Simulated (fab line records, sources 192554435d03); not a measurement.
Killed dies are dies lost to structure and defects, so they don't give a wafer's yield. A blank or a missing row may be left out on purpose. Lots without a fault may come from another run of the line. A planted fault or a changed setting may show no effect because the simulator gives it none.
Split-lot experiment | flow n5_finfet | 7 lots, 39 wafers read, on a route of 1938 steps

THE SPLIT
At N5_HKMG_FIN_CVD_62 (deposits a-Si from Si2H6, target thk 3 nm, time 20.8 s), the setting time_s was moved away from the recipe's 20.8 s on 18 of the 39 wafers read, by -35.8% to +52.7%. The other wafers ran this setting at the recipe's value.

The reading is taken at the split's own step.

THE READING
a-Si_of_HKMG_FIN_CVD_62.thk_nm (the simulator's own value, which no gauge read), in nm, at N5_HKMG_FIN_CVD_62 (deposits a-Si from Si2H6, target thk 3 nm, time 20.8 s). The file gives no usual value for it. The 21 wafers here that ran the recipe average 3.0 nm, standard deviation 0.093 nm.

wafer  | tool, chamber at the split | time_s as run, s | against the recipe | a-Si_of_HKMG_FIN_CVD_62.thk_nm, nm | against lot-mates on the recipe
L078.1 | thermal_cvd_si-01, 1,0,1   | 13.66            | -34.3%             | 2                                  | -1.1
L078.3 | thermal_cvd_si-01, 1,0,1   | 13.66            | -34.3%             | 2                                  | -1.1
L078.6 | thermal_cvd_si-01, 1,0,1   | 13.66            | -34.3%             | 2                                  | -1.1
L078.2 | thermal_cvd_si-01, 2,0     | 20.8             | recipe             | 3                                  | -
L078.5 | thermal_cvd_si-01, 2,0     | 20.8             | recipe             | 3                                  | -
L078.4 | thermal_cvd_si-01, 2       | 20.8             | recipe             | 3.2                                | -
L081.1 | thermal_cvd_si-02, 1,2     | 20.8             | recipe             | 3                                  | -
L081.2 | thermal_cvd_si-02, 1,2     | 20.8             | recipe             | 3                                  | -
L081.3 | thermal_cvd_si-02, 2,1,2   | 13.36            | -35.8%             | 2                                  | -1.1
L081.4 | thermal_cvd_si-02, 2,1,2   | 13.36            | -35.8%             | 2                                  | -1.1
L081.5 | thermal_cvd_si-02, 2,1,2   | 13.36            | -35.8%             | 2                                  | -1.1
L081.6 | thermal_cvd_si-02, 1       | 20.8             | recipe             | 3.2                                | -
L082.1 | thermal_cvd_si-01, 0,1     | 20.8             | recipe             | 3                                  | -
L082.6 | thermal_cvd_si-01, 0,1     | 20.8             | recipe             | 3                                  | -
L082.2 | thermal_cvd_si-01, 1       | 20.8             | recipe             | 3.2                                | -
L082.3 | thermal_cvd_si-01, 2       | 16.24            | -21.9%             | 2.4                                | -0.7
L082.4 | thermal_cvd_si-01, 2       | 16.24            | -21.9%             | 2.4                                | -0.7
L082.5 | thermal_cvd_si-01, 0       | 16.24            | -21.9%             | 2.2                                | -0.9
L086.2 | thermal_cvd_si-01, 0       | 20.8             | recipe             | 3.2                                | -
L086.3 | thermal_cvd_si-01, 0,1     | 20.8             | recipe             | 3                                  | -
L086.4 | thermal_cvd_si-01, 0,1     | 20.8             | recipe             | 3                                  | -
L092.1 | thermal_cvd_si-01, 0,2,2   | 20.8             | recipe             | 3                                  | -
L092.2 | thermal_cvd_si-01, 0,2,2   | 20.8             | recipe             | 3                                  | -
L092.5 | thermal_cvd_si-01, 0,2,2   | 20.8             | recipe             | 3                                  | -
L092.3 | thermal_cvd_si-01, 1,1,0   | 29.61            | +42.4%             | 4.2                                | +1.2
L092.4 | thermal_cvd_si-01, 1,1,0   | 29.61            | +42.4%             | 4.2                                | +1.2
L092.6 | thermal_cvd_si-01, 1,1,0   | 29.61            | +42.4%             | 4.2                                | +1.2
L095.1 | thermal_cvd_si-02, 1       | 16.98            | -18.4%             | 2.4                                | -0.5
L095.4 | thermal_cvd_si-02, 1       | 16.98            | -18.4%             | 2.4                                | -0.5
L095.2 | thermal_cvd_si-02, 2,1     | 20.8             | recipe             | 3                                  | -
L095.5 | thermal_cvd_si-02, 2,1     | 20.8             | recipe             | 3                                  | -
L095.3 | thermal_cvd_si-02, 2       | 16.98            | -18.4%             | 2.2                                | -0.7
L095.6 | thermal_cvd_si-02, 2       | 20.8             | recipe             | 2.8                                | -
L097.1 | thermal_cvd_si-02, 2,2,1   | 31.76            | +52.7%             | 4.6                                | +1.6
L097.5 | thermal_cvd_si-02, 2,2,1   | 31.76            | +52.7%             | 4.6                                | +1.6
L097.6 | thermal_cvd_si-02, 2,2,1   | 31.76            | +52.7%             | 4.6                                | +1.6
L097.2 | thermal_cvd_si-02, 1,1,2   | 20.8             | recipe             | 3                                  | -
L097.3 | thermal_cvd_si-02, 1,1,2   | 20.8             | recipe             | 3                                  | -
L097.4 | thermal_cvd_si-02, 1,1,2   | 20.8             | recipe             | 3                                  | -
Where a row lists several chambers, the file gives one row for several wafers and doesn't say which wafer went through which chamber.

THE FIT
A straight line over all 39 wafers: a-Si_of_HKMG_FIN_CVD_62.thk_nm changes by +0.0296 nm for each +1% of time_s; r = +0.99; the points scatter about the line by 0.093 nm.
The same after taking each lot's own level away (the mean of its wafers on the recipe; 39 wafers): +0.0302 nm for each +1%; r = +0.99; scatter 0.077 nm.
On that fit, the largest move of time_s shifts the reading by 1.6 nm.
The lots' own levels span 2.93 to 3.07 nm, that is 1.4 times the standard deviation above.
So the lot-to-lot level changes the slope little: the two slopes agree.
Check: with one of the wafers moved furthest among these (+52.7%) left out of the fit, the line predicts +1.57 nm for it against its lot-mates. It came out at +1.6 nm against them.

OTHER SPLITS ON THESE WAFERS
These wafers also went through other splits before the reading. Each is held against what the fit with the lots' levels taken away leaves over:
other split on the same wafers       | wafers away from the commonest value | r with a-Si_of_HKMG_FIN_CVD_62.thk_nm (lot level and that fit taken away)
N5_ZERO_LAYER_ETCH_18 target_depth_a | 12                                   | -0.09
N5_FIN_SAQP_ETCH_65 time_s           | 9                                    | -0.16
N5_SD_EPI_N_ETCH_16 target_depth_a   | 15                                   | +0.01

THE FILE'S OWN FIT
a-Si_of_HKMG_FIN_CVD_62.thk_nm changes by +0.0302 nm for each +1% of time_s, r = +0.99.
